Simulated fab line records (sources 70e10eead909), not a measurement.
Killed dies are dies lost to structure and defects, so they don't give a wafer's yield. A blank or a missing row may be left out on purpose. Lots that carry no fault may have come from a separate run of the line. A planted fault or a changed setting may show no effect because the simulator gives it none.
Matching of chambers || flow nandHarc || 4 sister chambers for NHARC_P_GATE_DESCUM_93 on rieDiel-12
The step chemistry O2, time 3 s. 7 wafers are shown with their chamber, then 8 later ones without.

== WAFERS PAIRED WITH THEIR CHAMBERS ==
{"wafer": "L076.4", "chamber": 3, "drypumpMotorCurrentA (A)": 5.2, "oesProductAu (a.u.)": 1.006}
{"wafer": "L081.1", "chamber": 3, "drypumpMotorCurrentA (A)": 5.3, "oesProductAu (a.u.)": 1.011}
{"wafer": "L082.3", "chamber": 0, "drypumpMotorCurrentA (A)": 5.3, "oesProductAu (a.u.)": 1.013}
{"wafer": "L085.6", "chamber": 2, "drypumpMotorCurrentA (A)": 5.5, "oesProductAu (a.u.)": 1.003}
{"wafer": "L088.5", "chamber": 1, "drypumpMotorCurrentA (A)": 5.7, "oesProductAu (a.u.)": 1.008}
{"wafer": "L088.6", "chamber": 2, "drypumpMotorCurrentA (A)": 5.6, "oesProductAu (a.u.)": 1.005}
{"wafer": "L089.1", "chamber": 1, "drypumpMotorCurrentA (A)": 5.7, "oesProductAu (a.u.)": 1.015}

== WAFERS WITH NO CHAMBER GIVEN ==
{"wafer": "L089.2", "drypumpMotorCurrentA (A)": 5.3, "oesProductAu (a.u.)": 1.009}
{"wafer": "L089.4", "drypumpMotorCurrentA (A)": 5.5, "oesProductAu (a.u.)": 1.007}
{"wafer": "L091.2", "drypumpMotorCurrentA (A)": 5.7, "oesProductAu (a.u.)": 1.017}
{"wafer": "L091.3", "drypumpMotorCurrentA (A)": 5.2, "oesProductAu (a.u.)": 0.986}
{"wafer": "L091.4", "drypumpMotorCurrentA (A)": 5.3, "oesProductAu (a.u.)": 0.993}
{"wafer": "L097.3", "drypumpMotorCurrentA (A)": 5.6, "oesProductAu (a.u.)": 1.012}
{"wafer": "L097.4", "drypumpMotorCurrentA (A)": 5.2, "oesProductAu (a.u.)": 0.984}
{"wafer": "L097.5", "drypumpMotorCurrentA (A)": 5.5, "oesProductAu (a.u.)": 1.012}

== THE CHAMBER EACH PASSED THROUGH ==
{"wafer": "L089.2", "from the rows above": "can't be placed: 3 or 0", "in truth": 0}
{"wafer": "L089.4", "from the rows above": 2, "in truth": 2}
{"wafer": "L091.2", "from the rows above": 1, "in truth": 1}
{"wafer": "L091.3", "from the rows above": "can't be placed: 3 or 0 or 2", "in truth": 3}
{"wafer": "L091.4", "from the rows above": "can't be placed: 3 or 2 or 0", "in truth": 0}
{"wafer": "L097.3", "from the rows above": "can't be placed: 1 or 2", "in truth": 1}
{"wafer": "L097.4", "from the rows above": "can't be placed: 3 or 2 or 0", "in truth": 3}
{"wafer": "L097.5", "from the rows above": "can't be placed: 2 or 1 or 0", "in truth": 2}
Correct placement for 2 of the 8. From these rows, 6 cannot be placed; in 6 the true chamber is one of the candidates. Placed wrongly: 0.
How it was worked out, from the rows above alone: a wafer's distance from a chamber is the root of the sum, over the readings, of the square of ((its reading less the chamber's mean) divided by the reading's scatter). If the next closest chamber is less than 2 further off than the closest, the wafer can't be placed; otherwise it belongs to the closest. Each chamber's mean is taken over the wafers shown for it. The scatter is the square root of a quotient: the sum, over the shown wafers, of each reading's squared deviation from its chamber's mean, divided by wafers minus chambers.
